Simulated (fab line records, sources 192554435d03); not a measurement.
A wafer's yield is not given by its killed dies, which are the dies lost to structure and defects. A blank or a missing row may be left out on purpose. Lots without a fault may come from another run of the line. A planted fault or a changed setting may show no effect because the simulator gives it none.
fab line records	flow n5-finfet
record lots=14	wafers=42	last-day=17
route steps=1938 shown BEOL_M13@1698 BEOL_M14@1716
lots with no fault: from the same line, run without faults
start-h: hours from the record's first day to the start of the lot's first wafer shown	wait-h: time in hours since the lot's previous step	" the same as in the row above	L1.1+2: a single row standing in for several wafers	- no value, or no start was given	* or withheld: withheld	< > ~ a bound
route shown NAME@n: a module of which the file shows steps, and the number in the route of the first	usual: mean/standard deviation taken from wafers without a fault	same: alike in all rows	chamber/n: place in a boat	sites: per-site readings	_std_site: the values' standard deviation	_edge_site: inner sites' mean taken away from outer sites' mean	radius-mm: how far each site lies from the wafer's centre	mask NAME#n: copy n	behind: the last tool/chamber to shape the wafer	hold: why the lot went on hold/how many hours it stayed there/how the hold came to an end	device: the transistor (n, p or np) that didn't switch	end of line: tests run on the same wafers once the route is complete	for a step that has no rows: nothing shown but its recipe	killed: count of dies lost to structure and defects at first sort (not the wafer's yield)	map: dies across one wafer; x = killed, . = not, _ = none there
set.NAME: the run value of the setting; set.NAME@STEP: its run value at that earlier step	model.NAME: the simulator's own value behind a step, which no gauge read
the route's steps for a sample of lots (tables are steps, rows are wafers)
services: a tool's chamber out of use, with start hour (start-h, from the record's first day; less than 0 if before it), hours out, and reason
## steps
# step N5_BEOL_M13_OCD_MEAS_35
# usual trench-depth-nm=414/6.1
lot.wafer	tool	chamber	start-h	wait-h	trench-depth-nm
L532.1	ocd-02	-	240.91	0.0	420
L532.2	"	-	"	"	423
L532.3	"	-	"	"	405
L534.1	ocd-01	-	248.94	0.0	423
L534.2	"	-	"	"	410
L534.4	"	-	"	"	418
L535.1	ocd-01	-	253.10	0.0	404
L535.5	"	-	"	"	413
L535.6	"	-	"	"	404
L533.1	ocd-01	-	254.15	0.0	414
L533.2	"	-	"	"	419
L533.4	"	-	"	"	420
L536.1	ocd-01	-	259.17	0.0	416
L536.2	"	-	"	"	407
L536.3	"	-	"	"	420
L537.1	ocd-02	-	261.99	0.0	403
L537.2	"	-	"	"	424
L537.3	"	-	"	"	415
L538.2	ocd-01	-	281.19	0.0	417
L538.5	"	-	"	"	415
L538.6	"	-	"	"	422
L539.1	ocd-01	-	283.15	0.0	416
L539.2	"	-	"	"	418
L539.6	"	-	"	"	418
L540.2	ocd-02	-	284.36	0.0	416
L540.5	"	-	"	"	418
L540.6	"	-	"	"	411
L541.1	ocd-02	-	293.47	0.0	416
L541.3	"	-	"	"	421
L541.5	"	-	"	"	414
L551.1	ocd-01	-	356.45	0.0	417
L551.2	"	-	"	"	408
L551.4	"	-	"	"	420
L554.2	ocd-01	-	369.75	0.0	410
L554.4	"	-	"	"	409
L554.6	"	-	"	"	416
L553.1	ocd-02	-	381.40	0.0	406
L553.4	"	-	"	"	415
L553.6	"	-	"	"	418
L555.3	ocd-01	-	382.87	0.0	418
L555.4	"	-	"	"	419
L555.5	"	-	"	"	403
# step N5_BEOL_M13_SPUTTER_45
# recipe material=Cu	target-thk-a=800	temp-c=-20	bias-v=60	power-w=26000	chamber-pressure-pa=0.13	time-s=13.33
# usual cathode-dc-power-W=26001/4.9	substrate-temp-c=-19.99/0.11	throttle-valve-pct=29.9/1
lot.wafer	tool	chamber	start-h	wait-h	cathode-dc-power-W	substrate-temp-c	throttle-valve-pct
L532.1	pvd-sputter-02	-	243.98	0.0	26006	-19.97	31.7
L532.2	"	-	"	"	25991	-20.00	28.7
L532.3	"	-	"	"	25999	-19.88	28.8
L534.1	pvd-sputter-01	-	249.67	0.0	25995	-19.93	30.8
L534.2	"	-	"	"	26002	-19.88	30.1
L534.4	"	-	"	"	26009	-19.83	30.4
L535.1	pvd-sputter-01	-	257.47	0.0	25999	-20.07	30.2
L535.5	"	-	"	"	26009	-20.10	30.5
L535.6	"	-	"	"	26011	-19.97	29.8
L533.1	pvd-sputter-03	-	257.95	0.0	26000	-19.82	29.5
L533.2	"	-	"	"	25996	-19.85	31.2
L533.4	"	-	"	"	25993	-20.00	28.3
L536.1	pvd-sputter-02	-	260.80	0.0	26003	-20.00	28.7
L536.2	"	-	"	"	25999	-20.01	30.5
L536.3	"	-	"	"	25997	-20.08	28.8
L537.1	pvd-sputter-03	-	267.92	0.0	26009	-20.14	29.8
L537.2	"	-	"	"	26014	-19.86	28.0
L537.3	"	-	"	"	25997	-20.16	31.2
L538.2	pvd-sputter-03	-	281.76	0.0	26000	-20.00	28.5
L538.5	"	-	"	"	25998	-19.99	28.7
L538.6	"	-	"	"	25996	-19.87	31.5
L539.1	pvd-sputter-01	-	284.31	0.0	25998	-19.91	30.0
L539.2	"	-	"	"	25992	-20.00	29.6
L539.6	"	-	"	"	26006	-19.90	30.7
L540.2	pvd-sputter-01	-	286.61	0.0	25999	-20.02	30.9
L540.5	"	-	"	"	26005	-19.94	30.8
L540.6	"	-	"	"	25994	-19.97	29.3
L541.1	pvd-sputter-01	-	296.61	0.0	25996	-19.89	30.9
L541.3	"	-	"	"	26004	-19.88	30.6
L541.5	"	-	"	"	26002	-19.90	29.6
L551.1	pvd-sputter-01	-	359.13	0.0	26000	-19.78	30.7
L551.2	"	-	"	"	25993	-19.78	29.3
L551.4	"	-	"	"	26003	-20.03	30.8
L554.2	pvd-sputter-01	-	370.76	0.0	25994	-20.06	29.7
L554.4	"	-	"	"	26000	-20.10	30.8
L554.6	"	-	"	"	26006	-19.83	30.2
L553.1	pvd-sputter-02	-	384.11	0.0	25994	-20.03	29.0
L553.4	"	-	"	"	25999	-20.05	31.8
L553.6	"	-	"	"	26001	-19.90	31.7
L555.3	pvd-sputter-01	-	384.44	0.0	25998	-19.93	30.0
L555.4	"	-	"	"	26003	-19.97	30.5
L555.5	"	-	"	"	25998	-20.06	30.0
# step N5_BEOL_M13_DEP_53
# recipe material=SiCN	target-thk-a=500	temp-c=withheld	precursor=3MS/NH3	pressure-torr=3	rf-w=675	time-s=17.8
# usual chamber-pressure-Torr=3.000/0.0065	rf-fwd-power-W=665.9/2.5	showerhead-plenum-p-Torr=4.160/0.017	showerhead-vpp-V=1629/95	throttle-valve-pct=18.0/1.2
lot.wafer	tool	chamber	start-h	wait-h	chamber-pressure-Torr	rf-fwd-power-W	showerhead-plenum-p-Torr	showerhead-vpp-V	throttle-valve-pct
L532.1	pecvd-01	0	244.91	0.0	3.000	665.4	4.173	1677	17.5
L532.2	"	2	"	"	3.002	665.7	4.183	1601	17.4
L532.3	"	1	"	"	2.986	662.8	4.179	1594	18.1
L534.1	pecvd-03	0	250.61	0.0	2.996	666.3	4.151	1506	15.9
L534.2	"	1	"	"	2.992	660.2	4.158	1807	18.6
L534.4	"	0	"	"	3.001	671.7	4.158	1566	16.1
L535.1	pecvd-02	0	258.43	0.0	3.001	665.2	4.133	1672	19.1
L535.5	"	1	"	"	3.007	667.0	4.169	1549	19.1
L535.6	"	0	"	"	2.997	664.2	4.150	1722	19.2
L533.1	pecvd-03	2	259.37	0.0	2.998	668.7	4.175	1490	18.3
L533.2	"	0	"	"	3.008	666.4	4.143	1540	16.3
L533.4	"	0	"	"	3.005	668.7	4.162	1567	16.1
L536.1	pecvd-02	2	261.76	0.0	3.000	661.4	4.131	1692	16.2
L536.2	"	1	"	"	3.006	666.6	4.168	1527	19.2
L536.3	"	2	"	"	3.001	662.6	4.141	1703	16.2
L537.1	pecvd-01	2	268.86	0.0	2.999	668.3	4.191	1609	17.4
L537.2	"	0	"	"	3.005	670.3	4.173	1694	17.4
L537.3	"	1	"	"	3.012	660.4	4.190	1590	18.1
L538.2	pecvd-02	1	282.69	0.0	2.986	668.3	4.172	1527	19.2
L538.5	"	1	"	"	3.008	666.3	4.157	1525	19.3
L538.6	"	2	"	"	2.996	667.9	4.145	1710	16.5
L539.1	pecvd-03	0	285.26	0.0	3.002	667.5	4.150	1555	16.0
L539.2	"	2	"	"	2.998	665.0	4.188	1466	18.2
L539.6	"	2	"	"	3.000	665.9	4.171	1469	18.3
L540.2	pecvd-01	1	287.55	0.0	3.008	666.3	4.181	1559	17.9
L540.5	"	1	"	"	2.988	666.4	4.184	1599	17.7
L540.6	"	2	"	"	2.991	665.8	4.177	1616	17.4
L541.1	pecvd-01	1	298.49	0.0	3.012	664.9	4.189	1619	18.1
L541.3	"	0	"	"	3.006	671.1	4.179	1697	17.7
L541.5	"	1	"	"	2.996	662.9	4.183	1589	18.1
L551.1	pecvd-02	1	360.33	0.0	3.002	668.1	4.170	1531	19.1
L551.2	"	0	"	"	3.016	666.3	4.147	1675	19.1
L551.4	"	2	"	"	3.001	660.3	4.132	1691	16.1
L554.2	pecvd-02	0	371.69	0.0	2.995	663.1	4.144	1712	19.1
L554.4	"	1	"	"	3.010	670.5	4.172	1529	19.4
L554.6	"	2	"	"	2.995	667.0	4.141	1700	16.3
L553.1	pecvd-02	1	385.06	0.0	2.997	666.0	4.170	1498	19.3
L553.4	"	0	"	"	2.993	665.6	4.145	1670	19.4
L553.6	"	1	"	"	2.998	664.9	4.169	1542	19.3
L555.3	pecvd-02	0	385.38	0.0	2.998	666.1	4.146	1710	19.2
L555.4	"	0	"	"	3.002	667.4	4.142	1723	19.5
L555.5	"	1	"	"	3.005	668.5	4.167	1527	19.3
# step N5_BEOL_M14_ILD_DEP_00
# recipe material=SiO2	target-thk-a=11193	temp-c=400	precursor=TEOS/O2	pressure-torr=6.5	rf-w=900	teos-flow-sccm=161.4	gas=O2	flow-sccm=2650	time-s=237.4
# usual chamber-pressure-Torr=6.501/0.014	heater-power-outer-w=296/90	heater-power-w=552/130	showerhead-plenum-p-Torr=8.358/0.029	showerhead-vpp-V=1857/69	throttle-valve-pct=18.5/0.93
lot.wafer	tool	chamber	start-h	wait-h	chamber-pressure-Torr	heater-power-outer-w	heater-power-w	showerhead-plenum-p-Torr	showerhead-vpp-V	throttle-valve-pct
L532.1	pecvd-01	0	245.04	0.0	6.486	238	463	8.373	1937	18.1
L532.2	"	2	"	"	6.500	236	501	8.391	1864	17.9
L532.3	"	1	"	"	6.502	321	547	8.387	1827	18.6
L534.1	pecvd-02	1	250.74	0.0	6.493	337	595	8.365	1768	20.0
L534.2	"	2	"	"	6.511	480	755	8.316	1984	16.9
L534.4	"	0	"	"	6.509	178	419	8.318	1966	19.7
L535.1	pecvd-04	0	258.56	0.0	6.504	263	528	8.388	1880	17.6
L535.5	"	2	"	"	6.515	248	421	8.341	1773	17.6
L535.6	"	0	"	"	6.498	172	419	8.367	1851	17.9
L533.1	pecvd-01	0	259.50	0.0	6.509	275	522	8.371	1937	18.0
L533.2	"	1	"	"	6.499	313	549	8.384	1858	18.6
L533.4	"	0	"	"	6.508	171	403	8.373	1896	18.3
L536.1	pecvd-04	0	261.91	0.0	6.509	229	490	8.381	1871	18.0
L536.2	"	1	"	"	6.529	364	688	8.376	1836	19.2
L536.3	"	2	"	"	6.519	184	343	8.345	1798	17.6
L537.1	pecvd-01	1	268.99	0.0	6.477	256	466	8.402	1831	18.9
L537.2	"	0	"	"	6.479	224	466	8.387	1965	18.1
L537.3	"	2	"	"	6.504	312	626	8.376	1844	18.0
L538.2	pecvd-01	2	282.82	0.0	6.507	247	520	8.382	1859	18.4
L538.5	"	1	"	"	6.490	217	427	8.391	1859	18.5
L538.6	"	2	"	"	6.518	299	591	8.389	1874	18.1
L539.1	pecvd-02	1	285.39	0.0	-	-	-	-	-	-
L539.2	"	0	"	"	-	-	-	-	-	-
L539.6	"	2	"	"	-	-	-	-	-	-
L540.2	pecvd-02	2	287.68	0.0	-	-	-	-	-	-
L540.5	"	2	"	"	-	-	-	-	-	-
L540.6	"	1	"	"	-	-	-	-	-	-
L541.1	pecvd-02	0	298.62	0.0	6.491	266	540	8.317	1964	19.7
L541.3	"	1	"	"	6.507	310	568	8.336	1764	20.3
L541.5	"	2	"	"	6.519	512	794	8.319	1966	16.6
L551.1	pecvd-02	1	360.46	0.0	6.492	369	652	8.348	1740	20.0
L551.2	"	0	"	"	6.498	254	499	8.307	1950	19.8
L551.4	"	2	"	"	6.524	393	634	8.319	1973	17.0
L554.2	pecvd-04	2	371.82	0.0	6.502	215	389	8.353	1805	18.0
L554.4	"	0	"	"	6.520	254	520	8.372	1851	17.7
L554.6	"	2	"	"	6.498	243	428	8.340	1790	18.0
L553.1	pecvd-02	0	385.19	0.0	6.495	233	485	8.326	1972	20.0
L553.4	"	2	"	"	6.491	503	788	8.345	1970	17.0
L553.6	"	1	"	"	6.520	390	674	8.389	1743	20.0
L555.3	pecvd-04	1	385.50	0.0	6.509	457	801	8.352	1801	19.3
L555.4	"	0	"	"	6.506	177	421	8.373	1870	17.7
L555.5	"	2	"	"	6.489	249	444	8.342	1764	18.0
# step N5_BEOL_M14_VIA_ETCH_16
# recipe chemistry=C4F8/O2/Ar	target=SiO2	he-inner-torr=15	he-outer-torr=30	target-depth-a=12313	time-s=withheld	ion-energy-ev=800	pressure-mtorr=20	source-w=1905	bias-w=2040	Ar_flow_sccm=400	C4F8_flow_sccm=16	O2_flow_sccm=12	ends=cleared
# usual drypump-motor-current-A=5.6/0.53	he-outer-torr=30.00/0.057	oes_o_777_au=0.81/0.078	oes-product-au=0.73/0.076	rf-vpp-V=2207/14	showerhead-plenum-p-Torr=3.43/0.092	throttle-valve-pct=30.85/0.22
lot.wafer	tool	chamber	start-h	wait-h	drypump-motor-current-A	he-outer-torr	oes_o_777_au	oes-product-au	rf-vpp-V	showerhead-plenum-p-Torr	throttle-valve-pct
L532.1	rie-diel-04	2	245.84	0.0	6.6	29.98	0.89	0.80	2228	3.64	30.94
L532.2	"	1	"	"	5.6	30.07	0.69	0.62	2214	3.38	30.75
L532.3	"	3	"	"	5.6	29.99	0.73	0.65	2218	3.27	30.59
L534.1	rie-diel-06	0	251.64	0.0	5.5	29.99	0.74	0.67	2228	3.55	30.97
L534.2	"	3	"	"	6.8	30.02	0.74	0.65	2211	3.54	30.88
L534.4	"	0	"	"	5.5	30.03	0.74	0.66	2227	3.55	30.97
L535.1	rie-diel-01	0	259.36	0.0	5.4	30.00	0.88	0.80	2215	3.50	31.21
L535.5	"	0	"	"	5.4	30.04	0.88	0.81	2217	3.50	31.22
L535.6	"	1	"	"	4.9	30.00	0.85	0.78	2187	3.36	30.62
L533.1	rie-diel-01	2	260.62	0.0	5.5	29.99	0.70	0.64	2220	3.42	30.78
L533.2	"	1	"	"	4.9	29.98	0.85	0.79	2188	3.36	30.65
L533.4	"	3	"	"	5.8	30.03	0.86	0.77	2198	3.47	30.70
L536.1	rie-diel-06	3	262.58	0.0	6.8	30.00	0.74	0.65	2212	3.53	30.88
L536.2	"	2	"	"	5.4	30.01	0.87	0.80	2198	3.38	30.87
L536.3	"	0	"	"	5.5	29.89	0.74	0.67	2227	3.55	30.96
L537.1	rie-diel-06	2	269.66	0.0	5.4	29.95	0.88	0.80	2199	3.38	30.87
L537.2	"	0	"	"	5.5	29.99	0.74	0.66	2227	3.55	30.96
L537.3	"	3	"	"	6.8	30.02	0.74	0.64	2211	3.53	30.87
L538.2	rie-diel-01	1	283.49	0.0	4.8	29.93	0.83	0.77	2187	3.35	30.63
L538.5	"	2	"	"	5.5	30.06	0.69	0.63	2220	3.42	30.79
L538.6	"	1	"	"	4.9	29.97	0.83	0.76	2188	3.35	30.65
L539.1	rie-diel-01	0	286.06	0.0	5.4	30.04	0.86	0.32	2216	3.50	30.53
L539.2	"	1	"	"	4.9	30.02	0.83	0.32	2187	3.35	29.92
L539.6	"	0	"	"	5.4	30.09	0.86	0.32	2215	3.50	30.51
L540.2	rie-diel-01	3	288.36	0.0	5.8	30.05	0.85	0.32	2195	3.47	30.03
L540.5	"	1	"	"	4.8	29.99	0.83	0.31	2188	3.35	29.94
L540.6	"	0	"	"	5.3	30.04	0.87	0.31	2216	3.50	30.50
L541.1	rie-diel-01	3	299.47	0.0	5.8	30.03	0.84	0.76	2196	3.47	30.72
L541.3	"	1	"	"	4.8	30.00	0.83	0.75	2186	3.35	30.65
L541.5	"	1	"	"	4.9	30.00	0.83	0.76	2188	3.35	30.62
L551.1	rie-diel-06	1	361.13	0.0	5.4	30.04	0.89	0.82	2185	3.37	30.59
L551.2	"	2	"	"	5.3	30.17	0.82	0.74	2196	3.36	30.90
L551.4	"	3	"	"	6.8	29.94	0.71	0.63	2207	3.51	30.93
L554.2	rie-diel-04	1	372.62	0.0	5.6	30.10	0.90	0.81	2211	3.36	30.59
L554.4	"	1	"	"	5.6	30.11	0.89	0.81	2210	3.36	30.60
L554.6	"	2	"	"	6.5	29.94	0.83	0.75	2227	3.62	31.00
L553.1	rie-diel-01	1	386.42	0.0	4.8	29.94	0.80	0.73	2185	3.33	30.68
L553.4	"	3	"	"	5.8	30.03	0.81	0.73	2196	3.45	30.74
L553.6	"	0	"	"	5.4	30.00	0.82	0.74	2214	3.48	31.27
L555.3	rie-diel-06	2	386.43	0.0	5.4	30.00	0.81	0.73	2195	3.36	30.89
L555.4	"	1	"	"	5.4	30.08	0.87	0.79	2184	3.37	30.55
L555.5	"	1	"	"	5.4	29.93	0.88	0.79	2183	3.37	30.56
# step N5_BEOL_M14_CD_MEAS_17
# recipe target-cd-nm=250	polarity=opening
# usual cd-nm=251.1/1.4
lot.wafer	tool	chamber	start-h	wait-h	cd-nm
L532.1	cd-sem-03	-	246.19	0.0	252.0
L532.2	"	-	"	"	250.8
L532.3	"	-	"	"	250.7
L534.1	cd-sem-03	-	251.99	0.0	250.3
L534.2	"	-	"	"	253.3
L534.4	"	-	"	"	251.7
L535.1	cd-sem-03	-	259.70	0.0	251.3
L535.5	"	-	"	"	249.9
L535.6	"	-	"	"	250.0
L533.1	cd-sem-03	-	260.97	0.0	248.6
L533.2	"	-	"	"	249.8
L533.4	"	-	"	"	250.2
L536.1	cd-sem-01	-	262.92	0.0	251.4
L536.2	"	-	"	"	250.5
L536.3	"	-	"	"	251.8
L537.1	cd-sem-01	-	270.01	0.0	252.8
L537.2	"	-	"	"	252.1
L537.3	"	-	"	"	252.2
L538.2	cd-sem-01	-	283.85	0.0	252.2
L538.5	"	-	"	"	255.2
L538.6	"	-	"	"	252.6
L539.1	cd-sem-03	-	286.41	0.0	-
L539.2	"	-	"	"	-
L539.6	"	-	"	"	-
L540.2	cd-sem-02	-	288.71	0.0	-
L540.5	"	-	"	"	-
L540.6	"	-	"	"	-
L541.1	cd-sem-03	-	299.82	0.0	249.9
L541.3	"	-	"	"	249.4
L541.5	"	-	"	"	250.8
L551.1	cd-sem-01	-	361.47	0.0	250.5
L551.2	"	-	"	"	252.5
L551.4	"	-	"	"	251.3
L554.2	cd-sem-02	-	372.97	0.0	252.1
L554.4	"	-	"	"	250.2
L554.6	"	-	"	"	248.2
L553.1	cd-sem-01	-	386.77	0.0	250.9
L553.4	"	-	"	"	252.3
L553.6	"	-	"	"	251.3
L555.3	cd-sem-02	-	386.79	0.0	253.8
L555.4	"	-	"	"	253.2
L555.5	"	-	"	"	252.6
## services
tool	chamber	start-h	hours	kind
pecvd-01	2	232.62	4.2	repair
rie-diel-06	1	242.35	55.8	repair
pecvd-02	2	252.90	2.1	scheduled-down
pecvd-02	0	261.04	21.4	repair
rie-diel-04	0	265.68	8.2	repair
rie-diel-06	2	272.24	7.4	repair
pecvd-03	-	286.97	14.6	pm
pecvd-02	2	292.28	5.5	scheduled-down
rie-diel-04	2	302.97	9.8	repair
pecvd-02	1	319.14	5.5	scheduled-down
pecvd-02	-	323.95	1.9	repair
pecvd-04	-	335.87	1.0	repair
pvd-sputter-02	-	346.69	2.1	repair
pecvd-01	0	347.62	5.5	scheduled-down
pvd-sputter-03	-	357.26	3.2	repair
pecvd-04	-	360.30	2.8	pm
pvd-sputter-03	-	361.68	0.8	repair
rie-diel-04	3	365.39	33.5	repair
pecvd-01	-	369.92	28.1	pm
rie-diel-01	3	375.61	9.6	repair
rie-diel-01	2	385.28	-	clean
rie-diel-01	2	385.28	-	consumable-replace:focus-ring
rie-diel-01	2	385.28	18.3	scheduled-down
rie-diel-01	2	385.28	18.3	vent-cycle
## key
first-sign step=N5_BEOL_M14_ILD_DEP_00	reading=tool-record	direction=missing
effect step=N5_BEOL_M14_VIA_ETCH_16	reading=oes-product-au	direction=down	sigmas=5.5	usual=0.73	struck=0.32
effect step=N5_BEOL_M14_CD_MEAS_17	reading=cd-nm	direction=missing
met-at N5_BEOL_M14_ILD_DEP_00
struck-lots L539,L540
later-rows-left-out L539.1,L539.2,L539.6,L540.2,L540.5,L540.6
sort-left-out L539.1,L539.2,L539.6,L540.2,L540.5,L540.6
not-acting-at N5_BEOL_M13_OCD_MEAS_35,N5_BEOL_M13_SPUTTER_45,N5_BEOL_M13_DEP_53
onset-between 250.74 285.39
fault kind=skipped-step-whole	tool=pecvd-02	chamber=-	onset-h=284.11	steps=N5_BEOL_M14_ILD_DEP_00	scope=struck-lots-only
# sort-left-out: the simulated sort isn't trusted on such a fault, so these wafers' sort isn't shown, and their yield isn't known
# later-rows-left-out: the simulator's readings of these wafers behind a module that went badly wrong aren't trusted and aren't shown, but for the sort
